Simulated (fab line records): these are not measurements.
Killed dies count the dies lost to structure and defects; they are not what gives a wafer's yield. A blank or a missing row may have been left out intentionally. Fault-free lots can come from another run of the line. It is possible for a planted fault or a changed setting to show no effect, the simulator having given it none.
Chamber matching || flow n5_finfet || N5_BEOL_M14_TRENCH_ETCH_34 on rie_diel-03 has 3 sister chambers
The step etches SiO2 in C4F8/O2/Ar, target depth 556.65 nm, time 126.9 s. 3 wafers are shown with their chamber, then 4 later ones without.

== WAFERS, EACH WITH ITS CHAMBER ==
{"wafer": "L608.6", "chamber": 1, "rf_vpp_V (V)": 2243}
{"wafer": "L620.3", "chamber": 3, "rf_vpp_V (V)": 2145}
{"wafer": "L620.4", "chamber": 0, "rf_vpp_V (V)": 2267}

== WAFERS WHOSE CHAMBER IS MISSING ==
{"wafer": "L627.1", "rf_vpp_V (V)": 2144}
{"wafer": "L627.3", "rf_vpp_V (V)": 2241}
{"wafer": "L626.1", "rf_vpp_V (V)": 2144}
{"wafer": "L626.3", "rf_vpp_V (V)": 2241}

== WHICH CHAMBER EACH WENT THROUGH ==
{"wafer": "L627.1", "from the rows above": 3, "in truth": 3}
{"wafer": "L627.3", "from the rows above": 1, "in truth": 1}
{"wafer": "L626.1", "from the rows above": 3, "in truth": 3}
{"wafer": "L626.3", "from the rows above": 1, "in truth": 1}
4 of 4 placed correctly. Can't be placed from these rows: 0. Wrongly placed: 0.
How it was worked out, from the rows above alone: a wafer's distance from a chamber is the root of the sum, over the readings, of the square of ((its reading less the chamber's mean) divided by the reading's scatter). The wafer belongs to the nearest chamber; if the next one is less than 2 further off, it can't be placed. The mean given for a chamber averages the wafers shown for that chamber. The scatter (one wafer shown for each chamber): square how far every hidden wafer sits from the nearest shown wafer, average those squares and take the square root.
